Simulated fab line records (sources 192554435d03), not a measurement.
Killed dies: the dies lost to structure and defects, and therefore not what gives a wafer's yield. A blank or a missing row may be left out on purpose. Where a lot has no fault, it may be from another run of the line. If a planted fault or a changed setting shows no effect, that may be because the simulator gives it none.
Which of the tools did it?    flow n5_finfet    24 lots, 72 wafers sampled, at 6 steps of a route of 1938

## WHAT THE GAUGES READ, wafer by wafer
The record lacks any reading of a measuring or inspecting step that a usual standard deviation could be used to judge.

## EACH LOT AND THE TOOL THAT RAN IT (in order: tool; ch and the chambers of the sampled wafers; start)
lot   N5_HKMG_FIN_ALD_71                  N5_GATE_CUT_ETCH_58                N5_GATE_CUT_ETCH_47                N5_GATE_CUT_CMP_43            N5_MOL_CONTACT_COAG_TI_SIL_19  N5_MOL_CONTACT_COAG_SPUTTER_130
L074  ald_metal-02 ch 1,2,3, day 4 06:22  rie_diel-06 ch 0,2,3, day 4 09:32  rie_metal-02 ch 0,1, day 4 13:34   cmp-03 ch 0,1,2, day 4 18:13  pvd_sputter-01, day 4 20:40    pvd_sputter-02, day 5 00:44
L075  ald_metal-01 ch 2,3, day 4 12:32    rie_diel-03 ch 0,3, day 4 15:28    rie_metal-03 ch 0,1, day 4 22:07   cmp-04 ch 0,2,3, day 5 02:36  pvd_sputter-02, day 5 04:57    pvd_sputter-01, day 5 08:07
L076  ald_metal-02 ch 0,3, day 4 16:22    rie_diel-03 ch 0,1, day 4 19:17    rie_metal-03 ch 0,1, day 5 03:01   cmp-03 ch 1,2,3, day 5 07:20  pvd_sputter-01, day 5 10:52    pvd_sputter-03, day 5 14:12
L077  ald_metal-01 ch 0,2, day 4 23:29    rie_diel-01 ch 0,2,3, day 5 02:10  rie_metal-02 ch 0,1, day 5 07:35   cmp-04 ch 0,2,3, day 5 09:43  pvd_sputter-03, day 5 14:02    pvd_sputter-03, day 5 17:08
L078  ald_metal-03 ch 0,1, day 5 06:48    rie_diel-01 ch 0,3, day 5 09:30    rie_metal-01 ch 0,1, day 5 13:34   cmp-03 ch 0,2,3, day 5 15:50  pvd_sputter-02, day 5 17:47    pvd_sputter-02, day 5 23:25
L079  ald_metal-03 ch 0,3, day 5 13:13    rie_diel-06 ch 0,2,3, day 5 16:08  rie_metal-03 ch 0,1, day 5 20:13   cmp-01 ch 2,3, day 5 22:19    pvd_sputter-02, day 6 01:22    pvd_sputter-02, day 6 05:52
L080  ald_metal-02 ch 0,2,3, day 5 16:38  rie_diel-01 ch 1,2,3, day 5 19:28  rie_metal-01 ch 0,1, day 5 23:31   cmp-04 ch 0,1,3, day 6 01:42  pvd_sputter-02, day 6 03:45    pvd_sputter-02, day 6 09:01
L081  ald_metal-01 ch 0,2, day 6 04:00    rie_diel-06 ch 0,2,3, day 6 06:40  rie_metal-03 ch 1, day 6 10:49     cmp-03 ch 0,2,3, day 6 13:44  pvd_sputter-01, day 6 18:14    pvd_sputter-02, day 6 22:39
L082  ald_metal-02 ch 1,2,3, day 6 07:31  rie_diel-01 ch 1,2, day 6 10:11    rie_metal-03 ch 0,1, day 6 14:19   cmp-01 ch 1,3, day 6 16:31    pvd_sputter-03, day 6 18:43    pvd_sputter-02, day 6 22:53
L083  ald_metal-02 ch 0,2, day 6 16:02    rie_diel-03 ch 1,3, day 6 18:41    rie_metal-03 ch 1, day 6 22:38     cmp-03 ch 0,1,2, day 7 00:49  pvd_sputter-03, day 7 03:07    pvd_sputter-03, day 7 08:25
L084  ald_metal-02 ch 1,3, day 6 18:48    rie_diel-01 ch 0,1, day 6 21:30    rie_metal-03 ch 1, day 7 02:49     cmp-04 ch 2,3, day 7 05:04    pvd_sputter-01, day 7 08:22    pvd_sputter-01, day 7 11:49
L085  ald_metal-02 ch 2,3, day 7 06:21    rie_diel-01 ch 1,2,3, day 7 09:07  rie_metal-02 ch 0,1, day 7 13:22   cmp-01 ch 0,1,2, day 7 16:43  pvd_sputter-02, day 7 21:08    pvd_sputter-01, day 8 00:52
L086  ald_metal-03 ch 1,2,3, day 7 09:53  rie_diel-01 ch 1,2, day 7 12:32    rie_metal-02 ch 0,1, day 7 16:33   cmp-04 ch 1,3, day 7 18:44    pvd_sputter-02, day 7 21:02    pvd_sputter-01, day 8 00:36
L087  ald_metal-03 ch 2,3, day 7 16:19    rie_diel-06 ch 0,2,3, day 7 19:10  rie_metal-02 ch 0,1, day 7 23:13   cmp-01 ch 2,3, day 8 01:20    pvd_sputter-03, day 8 05:05    pvd_sputter-01, day 8 09:04
L088  ald_metal-03 ch 2,3, day 7 17:13    rie_diel-01 ch 0,2,3, day 7 19:55  rie_metal-02 ch 0,1, day 7 23:59   cmp-01 ch 0,1,2, day 8 02:11  pvd_sputter-02, day 8 05:26    pvd_sputter-03, day 8 09:36
L089  ald_metal-02 ch 1,3, day 7 23:17    rie_diel-03 ch 0,2, day 8 01:56    rie_metal-01 ch 0,1, day 8 07:22   cmp-01 ch 0,2, day 8 09:47    pvd_sputter-01, day 8 11:59    pvd_sputter-01, day 8 16:08
L090  ald_metal-01 ch 0,1,3, day 8 03:18  rie_diel-06 ch 0,2, day 8 06:02    rie_metal-01 ch 0,1, day 8 10:05   cmp-01 ch 1,2, day 8 12:12    pvd_sputter-02, day 8 14:50    pvd_sputter-02, day 8 19:53
L091  ald_metal-02 ch 0,1, day 8 11:44    rie_diel-03 ch 1,3, day 8 14:41    rie_metal-02 ch 0,1, day 8 18:45   cmp-01 ch 1,3, day 8 20:56    pvd_sputter-01, day 8 22:58    pvd_sputter-01, day 9 02:55
L092  ald_metal-02 ch 0,1, day 8 15:10    rie_diel-06 ch 0,1,3, day 8 17:59  rie_metal-02 ch 0,1, day 8 21:56   cmp-04 ch 1,2,3, day 9 00:02  pvd_sputter-03, day 9 02:29    pvd_sputter-02, day 9 08:08
L093  ald_metal-01 ch 0,1,2, day 8 21:43  rie_diel-06 ch 1,2, day 9 00:23    rie_metal-02 ch 0,1, day 9 05:09   cmp-01 ch 0,1,3, day 9 07:53  pvd_sputter-03, day 9 09:51    pvd_sputter-02, day 9 16:19
L094  ald_metal-02 ch 0,1,2, day 9 05:46  rie_diel-03 ch 0,2,3, day 9 08:35  rie_metal-03 ch 0,1, day 9 12:39   cmp-01 ch 0,1,2, day 9 14:46  pvd_sputter-03, day 9 16:49    pvd_sputter-01, day 9 21:54
L095  ald_metal-03 ch 0,1, day 9 10:31    rie_diel-03 ch 1,2, day 9 13:11    rie_metal-02 ch 1, day 9 17:35     cmp-01 ch 0,1,3, day 9 20:54  pvd_sputter-03, day 9 22:59    pvd_sputter-02, day 10 02:38
L096  ald_metal-02 ch 0,1,2, day 9 14:43  rie_diel-06 ch 1,2,3, day 9 17:22  rie_metal-01 ch 0,1, day 9 21:28   cmp-03 ch 0,1,2, day 9 23:34  pvd_sputter-02, day 10 02:07   pvd_sputter-03, day 10 06:16
L097  ald_metal-01 ch 1,3, day 9 22:11    rie_diel-01 ch 2,3, day 10 00:58   rie_metal-01 ch 0,1, day 10 05:06  cmp-04 ch 2,3, day 10 07:13   pvd_sputter-03, day 10 09:22   pvd_sputter-01, day 10 13:10
- N5_HKMG_FIN_ALD_71: deposits TiN, target thk 1 nm, pulse time 1 s, purge time 3 s.
- N5_GATE_CUT_ETCH_58: etches SiNx in CH3F/O2, target depth 17 nm, time 128.6 s.
- N5_GATE_CUT_ETCH_47: etches SiO2 in Cl2/BCl3, target depth 10 nm.
- N5_GATE_CUT_CMP_43: polishes SiO2.
- N5_MOL_CONTACT_COAG_TI_SIL_19: material Ti, target thk 4.2 nm, time 15 s.
- N5_MOL_CONTACT_COAG_SPUTTER_130: material Co, target thk 47.5 nm.

## AS READ BY THE TOOLS THEMSELVES (means over the sampled wafers that have a number; for cases with no such wafer, the mark the record gives instead)
N5_HKMG_FIN_ALD_71.
lot   tool          heater_power_w (W)  precursor_pulse_height_rel
L074  ald_metal-02  887                 1.004
L075  ald_metal-01  807                 0.994
L076  ald_metal-02  996                 1.009
L077  ald_metal-01  878                 0.975
L078  ald_metal-03  836                 0.982
L079  ald_metal-03  850                 1.006
L080  ald_metal-02  943                 1.003
L081  ald_metal-01  884                 0.989
L082  ald_metal-02  888                 0.995
L083  ald_metal-02  1016                0.997
L084  ald_metal-02  873                 1.009
L085  ald_metal-02  898                 1.016
L086  ald_metal-03  878                 1.000
L087  ald_metal-03  919                 0.998
L088  ald_metal-03  914                 1.022
L089  ald_metal-02  865                 0.981
L090  ald_metal-01  749                 0.992
L091  ald_metal-02  941                 1.005
L092  ald_metal-02  925                 0.976
L093  ald_metal-01  833                 0.978
L094  ald_metal-02  955                 0.992
L095  ald_metal-03  845                 0.995
L096  ald_metal-02  955                 1.007
L097  ald_metal-01  757                 0.987

N5_GATE_CUT_ETCH_58.
lot   tool         bias_w (W)  drypump_motor_current_A (A)  oes_product_au (a.u.)  rf_vpp_V (V)  showerhead_plenum_p_Torr (Torr)  throttle_valve_pct (%)
L074  rie_diel-06  21.04       5.49                         0.84                   99.3          2.01                             16.04
L075  rie_diel-03  21.02       5.67                         0.73                   99.0          1.98                             16.43
L076  rie_diel-03  21.00       5.44                         0.76                   99.0          1.95                             16.14
L077  rie_diel-01  21.03       5.46                         0.80                   98.8          1.99                             16.30
L078  rie_diel-01  21.00       5.46                         0.81                   98.2          1.97                             16.15
L079  rie_diel-06  20.97       5.48                         0.82                   99.3          2.01                             16.06
L080  rie_diel-01  20.99       5.65                         0.75                   99.9          2.00                             16.29
L081  rie_diel-06  20.98       5.50                         0.81                   100.1         2.01                             16.07
L082  rie_diel-01  21.00       5.65                         0.73                   98.6          2.01                             16.45
L083  rie_diel-03  21.02       5.37                         0.76                   97.5          1.89                             16.25
L084  rie_diel-01  21.02       5.25                         0.80                   100.2         2.04                             16.40
L085  rie_diel-01  20.91       5.64                         0.74                   98.6          2.00                             16.30
L086  rie_diel-01  21.08       5.66                         0.72                   98.4          2.01                             16.45
L087  rie_diel-06  20.97       5.48                         0.80                   99.8          2.00                             16.09
L088  rie_diel-01  21.02       5.47                         0.78                   99.1          1.99                             16.32
L089  rie_diel-03  20.98       5.49                         0.73                   99.1          1.99                             16.42
L090  rie_diel-06  21.01       5.62                         0.85                   100.1         2.05                             15.97
L091  rie_diel-03  21.05       5.55                         0.73                   99.0          1.93                             16.43
L092  rie_diel-06  21.02       5.50                         0.83                   98.6          1.99                             16.10
L093  rie_diel-06  20.98       5.96                         0.82                   99.7          2.07                             16.00
L094  rie_diel-03  21.03       5.52                         0.72                   99.0          1.98                             16.56
L095  rie_diel-03  20.95       5.25                         0.76                   97.7          1.90                             16.35
L096  rie_diel-06  20.96       5.64                         0.79                   98.7          2.01                             16.12
L097  rie_diel-01  21.00       5.67                         0.74                   98.1          1.95                             16.23

N5_GATE_CUT_ETCH_47.
lot   tool          bias_w (W)  drypump_motor_current_A (A)  he_backside_leak_sccm (sccm)  oes_product_au (a.u.)  throttle_valve_pct (%)
L074  rie_metal-02  125.9       5.3                          3.4                           0.74                   22.86
L075  rie_metal-03  126.4       5.9                          3.4                           0.90                   22.74
L076  rie_metal-03  126.0       5.9                          3.4                           0.89                   22.74
L077  rie_metal-02  126.5       5.2                          3.3                           0.76                   23.03
L078  rie_metal-01  126.2       5.8                          3.5                           0.68                   22.94
L079  rie_metal-03  126.0       6.0                          3.4                           0.88                   22.74
L080  rie_metal-01  126.1       5.8                          3.5                           0.69                   22.96
L081  rie_metal-03  125.6       5.3                          3.0                           0.94                   22.67
L082  rie_metal-03  125.8       5.6                          3.1                           0.90                   22.70
L083  rie_metal-03  125.9       5.3                          3.1                           0.92                   22.68
L084  rie_metal-03  126.3       5.3                          3.1                           0.91                   22.68
L085  rie_metal-02  125.8       5.2                          3.3                           0.75                   23.04
L086  rie_metal-02  125.9       5.2                          3.4                           0.75                   23.04
L087  rie_metal-02  126.0       5.2                          3.3                           0.75                   23.04
L088  rie_metal-02  125.7       5.3                          3.3                           0.72                   22.88
L089  rie_metal-01  126.3       5.6                          3.3                           0.65                   23.15
L090  rie_metal-01  125.7       5.8                          3.4                           0.67                   22.96
L091  rie_metal-02  125.6       5.2                          3.2                           0.74                   23.05
L092  rie_metal-02  125.8       5.2                          3.3                           0.74                   23.06
L093  rie_metal-02  126.1       5.3                          3.5                           0.72                   22.89
L094  rie_metal-03  126.2       6.0                          3.4                           0.84                   22.76
L095  rie_metal-02  126.4       5.1                          3.2                           0.76                   23.22
L096  rie_metal-01  126.4       5.6                          3.4                           0.65                   23.15
L097  rie_metal-01  126.1       5.6                          3.4                           0.65                   23.15

N5_GATE_CUT_CMP_43.
lot   tool    motor_current_A (A)  slurry_flow_ml_min
L074  cmp-03  12.7                 149.2
L075  cmp-04  12.3                 149.9
L076  cmp-03  12.3                 149.9
L077  cmp-04  12.2                 149.9
L078  cmp-03  12.8                 149.9
L079  cmp-01  10.8                 150.1
L080  cmp-04  11.8                 149.6
L081  cmp-03  12.0                 149.8
L082  cmp-01  11.8                 149.9
L083  cmp-03  13.2                 150.2
L084  cmp-04  13.1                 149.7
L085  cmp-01  12.1                 150.0
L086  cmp-04  11.9                 150.2
L087  cmp-01  11.0                 149.6
L088  cmp-01  12.1                 149.9
L089  cmp-01  11.9                 150.5
L090  cmp-01  12.9                 150.2
L091  cmp-01  11.4                 149.8
L092  cmp-04  12.8                 150.2
L093  cmp-01  11.4                 149.9
L094  cmp-01  12.2                 150.1
L095  cmp-01  12.0                 149.7
L096  cmp-03  12.9                 150.5
L097  cmp-04  13.1                 150.0

N5_MOL_CONTACT_COAG_TI_SIL_19.
lot   tool            cathode_dc_power_W (W)  throttle_valve_pct (%)
L074  pvd_sputter-01  4999.3                  29.3
L075  pvd_sputter-02  5000.2                  30.8
L076  pvd_sputter-01  4998.7                  29.0
L077  pvd_sputter-03  5000.5                  30.5
L078  pvd_sputter-02  5000.7                  30.8
L079  pvd_sputter-02  5000.1                  29.9
L080  pvd_sputter-02  4999.5                  31.5
L081  pvd_sputter-01  5000.5                  30.5
L082  pvd_sputter-03  5000.1                  30.3
L083  pvd_sputter-03  5001.0                  30.3
L084  pvd_sputter-01  4999.7                  29.5
L085  pvd_sputter-02  5000.8                  30.5
L086  pvd_sputter-02  5000.1                  30.6
L087  pvd_sputter-03  5000.0                  30.4
L088  pvd_sputter-02  4999.6                  29.3
L089  pvd_sputter-01  4999.4                  29.4
L090  pvd_sputter-02  5000.7                  30.7
L091  pvd_sputter-01  5000.2                  28.8
L092  pvd_sputter-03  4999.7                  30.3
L093  pvd_sputter-03  5000.5                  30.7
L094  pvd_sputter-03  4999.8                  30.3
L095  pvd_sputter-03  4999.2                  30.8
L096  pvd_sputter-02  5000.7                  29.9
L097  pvd_sputter-03  5000.0                  30.6

N5_MOL_CONTACT_COAG_SPUTTER_130.
lot   tool            cathode_dc_power_W (W)  throttle_valve_pct (%)
L074  pvd_sputter-02  2999.8                  30.7
L075  pvd_sputter-01  3000.0                  29.9
L076  pvd_sputter-03  3000.0                  30.4
L077  pvd_sputter-03  3000.2                  30.6
L078  pvd_sputter-02  3000.2                  30.0
L079  pvd_sputter-02  2999.6                  30.7
L080  pvd_sputter-02  2999.7                  30.8
L081  pvd_sputter-02  2999.6                  30.8
L082  pvd_sputter-02  3000.1                  30.6
L083  pvd_sputter-03  3000.3                  30.5
L084  pvd_sputter-01  2999.9                  29.3
L085  pvd_sputter-01  2999.8                  28.6
L086  pvd_sputter-01  2999.1                  29.4
L087  pvd_sputter-01  2999.8                  28.4
L088  pvd_sputter-03  2999.9                  30.6
L089  pvd_sputter-01  2999.7                  30.2
L090  pvd_sputter-02  2999.5                  29.9
L091  pvd_sputter-01  3000.0                  29.1
L092  pvd_sputter-02  3000.6                  29.8
L093  pvd_sputter-02  3000.0                  30.0
L094  pvd_sputter-01  2999.7                  29.5
L095  pvd_sputter-02  2999.9                  29.9
L096  pvd_sputter-03  2999.9                  30.6
L097  pvd_sputter-01  3000.1                  29.8

## THE ANSWER, worked out from the rows above alone
Rule: the lots themselves supply what counts as usual. Put in order of their means at a reading, lots are off if they are a third of the lots or fewer, leave a main group of 4 or more, and stand apart from it by a gap of 3 or more times the standard deviation of the main group's means; of several such gaps the widest counts. The tables above print the reading to a certain number of digits; a main group whose means all agree to those digits is not used. A lot without any number at a reading at which 4 lots or more have one is off too. Where the step has rows for the other lots, those lots are counted as sound. The gauges are gone through in route order, then the tools' own readings, and for those a lot's mean is taken as printed above. At the first step where some lot is off, the reading lying furthest off is the one used; lots without a number count as furthest.
No lot is off on any of the readings shown, so nothing can be concluded from this.

## WHAT THE SIMULATOR HAD PUT IN
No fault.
